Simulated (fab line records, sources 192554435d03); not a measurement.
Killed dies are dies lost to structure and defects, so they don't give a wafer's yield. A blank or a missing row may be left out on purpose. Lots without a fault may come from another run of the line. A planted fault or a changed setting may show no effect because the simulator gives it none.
Which tool did it? | flow n5_finfet | 24 lots, 72 wafers sampled, at 5 steps of a route of 1938

WHAT THE GAUGES READ, wafer by wafer
N5_BEOL_M13_CD_MEAS_17: target cd 190 nm.
lot  | measured     | on        | cd_nm (nm)
L074 | day 11 12:27 | cd_sem-01 | 190.4 190.1 193.2
L075 | day 11 18:51 | cd_sem-02 | 189.1 190.9 192.5
L078 | day 12 10:50 | cd_sem-01 | 187.0 190.1 190.2
L076 | day 12 14:50 | cd_sem-02 | 194.1 192.2 190.3
L081 | day 12 20:49 | cd_sem-03 | 192.4 189.9 189.5
L079 | day 13 01:52 | cd_sem-01 | 188.4 189.9 189.3
L080 | day 13 02:03 | cd_sem-03 | 188.6 190.6 188.8
L077 | day 13 02:44 | cd_sem-02 | 192.0 191.1 190.3
L082 | day 13 11:36 | cd_sem-03 | 191.6 190.3 190.0
L083 | day 13 16:00 | cd_sem-02 | 188.0 188.3 189.2
L084 | day 13 16:07 | cd_sem-03 | 185.1 186.0 191.9
L085 | day 13 22:47 | cd_sem-01 | 188.9 190.6 190.5
L086 | day 14 06:00 | cd_sem-03 | 187.1 186.3 188.3
L087 | day 14 07:43 | cd_sem-03 | 189.5 189.2 189.9
L088 | day 15 01:56 | cd_sem-01 | 189.3 191.9 190.9
L089 | day 15 09:38 | cd_sem-02 | 190.5 191.4 190.8
L091 | day 15 13:52 | cd_sem-02 | 187.3 189.8 185.2
L093 | day 15 19:49 | cd_sem-02 | 189.0 192.6 191.5
L090 | day 15 21:34 | cd_sem-03 | 188.0 190.0 189.2
L092 | day 15 23:03 | cd_sem-02 | 191.3 193.1 192.1
L094 | day 16 02:05 | cd_sem-03 | 185.0 188.5 189.8
L095 | day 17 02:07 | cd_sem-03 | 189.7 190.4 190.7
L097 | day 17 08:29 | cd_sem-02 | 192.0 187.1 187.9
L096 | day 17 09:22 | cd_sem-02 | 191.9 190.2 190.4

N5_BEOL_M13_INSPECT_30: inspects for defects (macro).
lot  | measured     | on                | raw_defect_count
L074 | day 11 12:50 | defect_inspect-01 | 1 3 3
L075 | day 11 19:21 | defect_inspect-01 | 0 2 3
L078 | day 12 11:13 | defect_inspect-02 | 2 3 2
L076 | day 12 15:13 | defect_inspect-01 | 5 4 3
L081 | day 12 21:12 | defect_inspect-02 | 2 4 0
L079 | day 13 02:22 | defect_inspect-01 | 2 3 2
L080 | day 13 02:33 | defect_inspect-02 | 3 2 0
L077 | day 13 03:14 | defect_inspect-01 | 0 1 0
L082 | day 13 11:59 | defect_inspect-01 | 1 3 2
L083 | day 13 16:30 | defect_inspect-01 | 0 4 3
L084 | day 13 16:40 | defect_inspect-02 | 1 1 3
L085 | day 13 23:10 | defect_inspect-02 | 2 2 1
L086 | day 14 06:23 | defect_inspect-02 | 3 1 1
L087 | day 14 08:06 | defect_inspect-01 | 1 2 2
L088 | day 15 02:19 | defect_inspect-02 | 6 3 5
L089 | day 15 10:01 | defect_inspect-01 | 1 1 5
L091 | day 15 14:23 | defect_inspect-02 | 1 0 1
L093 | day 15 20:11 | defect_inspect-01 | 1 1 2
L090 | day 15 21:57 | defect_inspect-01 | 2 2 3
L092 | day 15 23:26 | defect_inspect-01 | 2 1 2
L094 | day 16 02:28 | defect_inspect-01 | 2 2 2
L095 | day 17 02:37 | defect_inspect-01 | 0 2 0
L097 | day 17 09:01 | defect_inspect-01 | 0 5 3
L096 | day 17 09:53 | defect_inspect-01 | 6 0 2

N5_BEOL_M13_OCD_MEAS_35.
lot  | measured     | on     | trench_depth_nm (nm)
L074 | day 11 13:26 | ocd-02 | 422 413 412
L075 | day 11 19:58 | ocd-02 | 429 419 428
L078 | day 12 11:50 | ocd-01 | 401 420 425
L076 | day 12 15:50 | ocd-02 | 409 404 411
L081 | day 12 21:52 | ocd-02 | 411 407 413
L079 | day 13 02:59 | ocd-01 | 418 417 426
L080 | day 13 03:18 | ocd-01 | 406 406 403
L077 | day 13 03:51 | ocd-01 | 414 413 422
L082 | day 13 12:35 | ocd-02 | 410 424 419
L083 | day 13 17:07 | ocd-02 | 422 416 421
L084 | day 13 17:17 | ocd-01 | 420 418 414
L085 | day 13 23:47 | ocd-01 | 403 413 408
L086 | day 14 07:04 | ocd-01 | 413 403 407
L087 | day 14 08:43 | ocd-02 | 416 418 415
L088 | day 15 02:56 | ocd-02 | 415 412 407
L089 | day 15 10:38 | ocd-02 | 406 412 405
L091 | day 15 14:59 | ocd-02 | 418 418 420
L093 | day 15 20:48 | ocd-02 | 410 411 408
L090 | day 15 22:34 | ocd-02 | 416 425 389
L092 | day 16 00:02 | ocd-01 | 416 391 421
L094 | day 16 03:09 | ocd-01 | 409 407 405
L095 | day 17 03:14 | ocd-02 | 427 428 418
L097 | day 17 09:43 | ocd-01 | 402 412 408
L096 | day 17 10:29 | ocd-01 | 404 416 411

N5_BEOL_M14_CD_MEAS_10: target cd 250 nm.
lot  | measured     | on        | cd_nm (nm)
L074 | day 11 16:34 | cd_sem-01 | 248.9 249.5 248.4
L075 | day 11 23:33 | cd_sem-02 | 250.6 249.9 244.8
L078 | day 12 14:38 | cd_sem-01 | 251.4 250.6 248.3
L076 | day 12 19:23 | cd_sem-03 | 246.9 243.6 248.2
L081 | day 13 03:35 | cd_sem-02 | 250.6 249.2 248.3
L079 | day 13 07:15 | cd_sem-01 | 249.5 249.5 250.0
L080 | day 13 07:17 | cd_sem-02 | 249.1 247.1 250.2
L077 | day 13 08:17 | cd_sem-03 | 250.6 251.1 252.3
L082 | day 13 17:11 | cd_sem-02 | 248.2 247.4 247.2
L083 | day 13 21:17 | cd_sem-03 | 244.8 248.2 246.7
L084 | day 13 21:33 | cd_sem-01 | 252.3 251.4 250.4
L085 | day 14 04:57 | cd_sem-01 | 248.7 247.3 248.8
L086 | day 14 10:12 | cd_sem-03 | 249.4 249.8 251.4
L087 | day 14 11:15 | cd_sem-03 | 248.7 248.1 247.8
L088 | day 15 10:23 | cd_sem-03 | 247.8 248.4 250.9
L089 | day 15 13:49 | cd_sem-02 | 249.2 245.8 249.3
L091 | day 15 17:18 | cd_sem-02 | 249.1 252.9 253.4
L093 | day 16 06:29 | cd_sem-02 | 250.5 249.1 249.6
L090 | day 16 05:10 | cd_sem-03 | 247.4 246.1 248.7
L092 | day 16 06:40 | cd_sem-02 | 248.9 250.4 245.0
L094 | day 16 07:02 | cd_sem-01 | 250.4 250.1 248.9
L095 | day 17 09:54 | cd_sem-01 | 251.1 250.2 249.2
L097 | day 17 12:55 | cd_sem-02 | 248.7 252.3 249.9
L096 | day 17 14:09 | cd_sem-03 | 250.8 250.8 251.3

WHICH TOOL RAN EACH LOT (tool, then ch and the chambers of the sampled wafers, then the start)
lot  | N5_BEOL_M13_ETCH_67
L074 | rie_diel-05 ch 2,3, day 11 12:54
L075 | rie_diel-01 ch 0,1, day 11 19:25
L078 | rie_diel-05 ch 0,1,2, day 12 11:17
L076 | rie_diel-03 ch 0,1,2, day 12 15:17
L081 | rie_diel-03 ch 0,1,2, day 12 21:20
L079 | rie_diel-01 ch 0,1,3, day 13 02:26
L080 | rie_diel-03 ch 1,2, day 13 02:46
L077 | rie_diel-01 ch 0,1,2, day 13 03:18
L082 | rie_diel-05 ch 1,2,3, day 13 12:02
L083 | rie_diel-05 ch 1,2,3, day 13 16:34
L084 | rie_diel-01 ch 1,2, day 13 16:44
L085 | rie_diel-03 ch 1,2,3, day 13 23:14
L086 | rie_diel-03 ch 1,2,3, day 14 06:31
L087 | rie_diel-01 ch 1,2,3, day 14 08:10
L088 | rie_diel-03 ch 0,1,3, day 15 02:23
L089 | rie_diel-03 ch 0,1, day 15 10:05
L091 | rie_diel-01 ch 0,1,2, day 15 14:27
L093 | rie_diel-03 ch 0,1,3, day 15 20:16
L090 | rie_diel-05 ch 0,1,2, day 15 22:01
L092 | rie_diel-05 ch 0,1,2, day 15 23:30
L094 | rie_diel-03 ch 1,2,3, day 16 02:36
L095 | rie_diel-05 ch 1,3, day 17 02:41
L097 | rie_diel-03 ch 0,1,2, day 17 09:11
L096 | rie_diel-03 ch 0,2,3, day 17 09:56
- N5_BEOL_M13_ETCH_67: etches SiARC in CF4, target depth 143 nm, time 238.3 s.

WHAT THE TOOLS THEMSELVES READ (means of the sampled wafers that have a number; where no wafer has one, the mark that the record gives instead)
N5_BEOL_M13_ETCH_67.
lot  | tool        | cf4_flow_sccm (sccm) | drypump_motor_current_A (A) | etch_rf_on_time_s (s) | oes_product_au (a.u.) | rf_vpp_V (V) | showerhead_plenum_p_Torr (Torr) | throttle_valve_pct (%)
L074 | rie_diel-05 | 100.1                | 5.5                         | 244                   | 0.63                  | 183.6        | 2.16                            | 15.85
L075 | rie_diel-01 | 99.8                 | 5.5                         | 235                   | 0.73                  | 183.5        | 2.09                            | 15.30
L078 | rie_diel-05 | 100.0                | 5.4                         | 243                   | 0.70                  | 183.5        | 2.09                            | 15.40
L076 | rie_diel-03 | 100.0                | 6.2                         | 243                   | 0.65                  | 184.0        | 2.13                            | 15.59
L081 | rie_diel-03 | 100.0                | 6.1                         | 244                   | 0.65                  | 183.4        | 2.13                            | 15.59
L079 | rie_diel-01 | 99.8                 | 5.6                         | 240                   | 0.71                  | 183.6        | 2.12                            | 15.42
L080 | rie_diel-03 | 99.8                 | 6.1                         | 243                   | 0.63                  | 184.4        | 2.13                            | 15.62
L077 | rie_diel-01 | 99.8                 | 5.4                         | 237                   | 0.72                  | 184.1        | 2.08                            | 15.30
L082 | rie_diel-05 | 100.0                | 5.6                         | 243                   | 0.69                  | 184.4        | 2.15                            | 15.58
L083 | rie_diel-05 | 100.3                | 5.6                         | 244                   | 0.69                  | 184.2        | 2.15                            | 15.59
L084 | rie_diel-01 | 99.8                 | 5.3                         | 241                   | 0.71                  | 183.5        | 2.08                            | 15.28
L085 | rie_diel-03 | 99.8                 | 6.3                         | 240                   | 0.65                  | 184.4        | 2.17                            | 15.56
L086 | rie_diel-03 | 99.8                 | 6.3                         | 241                   | 0.66                  | 183.3        | 2.17                            | 15.56
L087 | rie_diel-01 | 100.0                | 5.5                         | 243                   | 0.70                  | 183.9        | 2.11                            | 15.41
L088 | rie_diel-03 | 100.0                | 6.4                         | 242                   | 0.66                  | 184.7        | 2.16                            | 15.57
L089 | rie_diel-03 | 100.2                | 6.4                         | 243                   | 0.63                  | 184.0        | 2.12                            | 15.70
L091 | rie_diel-01 | 99.8                 | 5.4                         | 239                   | 0.70                  | 184.0        | 2.08                            | 15.34
L093 | rie_diel-03 | 99.6                 | 6.4                         | 243                   | 0.66                  | 183.9        | 2.16                            | 15.57
L090 | rie_diel-05 | 99.8                 | 5.4                         | 247                   | 0.67                  | 184.0        | 2.08                            | 15.46
L092 | rie_diel-05 | 99.9                 | 5.3                         | 243                   | 0.67                  | 183.6        | 2.08                            | 15.47
L094 | rie_diel-03 | 99.9                 | 6.3                         | 246                   | 0.64                  | 184.1        | 2.16                            | 15.58
L095 | rie_diel-05 | 100.1                | 5.9                         | 243                   | 0.77                  | 185.4        | 2.18                            | 15.33
L097 | rie_diel-03 | 99.8                 | 6.1                         | 241                   | 0.63                  | 183.9        | 2.12                            | 15.67
L096 | rie_diel-03 | 99.8                 | 6.1                         | 239                   | 0.66                  | 184.6        | 2.17                            | 15.56

THE ANSWER, worked out from the rows above alone
Rule: what is usual is taken from the lots themselves. Put in order of their means at a reading, lots are off if they are a third of the lots or fewer, leave a main group of 4 or more, and stand apart from it by a gap of 3 or more times the standard deviation of the main group's means; of several such gaps the widest counts. A main group whose means are all the same, to the digits that the tables above print for the reading, isn't used. A lot without any number at a reading at which 4 lots or more have one is off too. The other lots that the step has rows for count as sound. The gauges are gone through in route order, then the tools' own readings, and for those a lot's mean is taken as printed above. The first step at which some lot is off is used, and at that step the reading that is off furthest; a lot without a number counts as furthest.
No lot is off at any reading shown: from this, nothing can be told.

WHAT THE SIMULATOR HAD PUT IN
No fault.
